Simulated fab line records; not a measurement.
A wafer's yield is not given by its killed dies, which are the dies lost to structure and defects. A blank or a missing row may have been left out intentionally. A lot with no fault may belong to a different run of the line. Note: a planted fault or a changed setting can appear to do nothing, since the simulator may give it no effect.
Matching of chambers | flow n5-finfet | N5_FIN_SAQP_MANDREL_ETCH_58 on rie-si-01: 4 sister chambers
The step etches a-Si in HBr/Cl2, stops on SiNx, target depth 45 nm, bt time 10 s, time 27 s. 16 wafers are shown with their chamber, then 8 later ones without.

WAFERS, EACH WITH ITS CHAMBER
wafer  | chamber | drypump-motor-current-A (A) | throttle-valve-pct (%) | oes-product-au (a.u.)
L076.3 | 3       | 4.8                         | 35.6                   | 0.683
L076.5 | 0       | 6.4                         | 35.5                   | 0.716
L076.6 | 3       | 4.8                         | 35.6                   | 0.683
L079.1 | 0       | 6.3                         | 35.5                   | 0.705
L079.3 | 3       | 4.8                         | 35.6                   | 0.678
L079.4 | 1       | 5.8                         | 35.4                   | 0.730
L084.3 | 2       | 5.3                         | 35.9                   | 0.696
L084.4 | 1       | 5.8                         | 35.5                   | 0.714
L084.5 | 2       | 5.3                         | 35.9                   | 0.708
L085.2 | 3       | 4.8                         | 35.6                   | 0.679
L085.3 | 2       | 5.3                         | 35.9                   | 0.686
L085.5 | 3       | 4.8                         | 35.6                   | 0.691
L086.1 | 3       | 4.8                         | 35.6                   | 0.671
L086.3 | 2       | 5.3                         | 35.9                   | 0.705
L086.5 | 2       | 5.3                         | 35.9                   | 0.724
L087.1 | 1       | 5.8                         | 35.5                   | 0.704

SIGNATURES (means of the wafers above)
reading                 | chamber 0 | chamber 1 | chamber 2 | chamber 3 | scatter within a chamber
drypump-motor-current-A | 6.350     | 5.800     | 5.300     | 4.800     | 0.0204
throttle-valve-pct      | 35.500    | 35.467    | 35.900    | 35.600    | 0.0236
oes-product-au          | 0.71050   | 0.71600   | 0.70380   | 0.68083   | 0.0109
Rule: for a wafer and a chamber, the distance is found by dividing, reading by reading, the gap between the wafer's reading and the chamber's mean by the reading's scatter, squaring, summing and taking the root. The wafer belongs to the nearest chamber; if the next one is less than 2 further off, it can't be placed. The scatter: the root of (the sum of the squares of (reading less its chamber's mean) over the shown wafers, divided by (wafers less chambers)).

WAFERS WHOSE CHAMBER IS MISSING
wafer  | drypump-motor-current-A (A) | throttle-valve-pct (%) | oes-product-au (a.u.)
L087.3 | 6.4                         | 35.5                   | 0.688
L087.6 | 6.4                         | 35.5                   | 0.709
L089.4 | 4.8                         | 35.6                   | 0.680
L089.5 | 4.8                         | 35.6                   | 0.682
L089.6 | 5.3                         | 35.9                   | 0.705
L097.2 | 6.3                         | 35.5                   | 0.701
L097.3 | 5.3                         | 35.9                   | 0.714
L097.5 | 5.8                         | 35.5                   | 0.717

CHAMBER TAKEN BY EACH
wafer  | from the rows above | in truth
L087.3 | 0                   | 0
L087.6 | 0                   | 0
L089.4 | 3                   | 3
L089.5 | 3                   | 3
L089.6 | 2                   | 2
L097.2 | 0                   | 0
L097.3 | 2                   | 2
L097.5 | 1                   | 1
8 of 8 placed correctly. Number that these rows cannot place: 0. Number placed wrongly: 0.
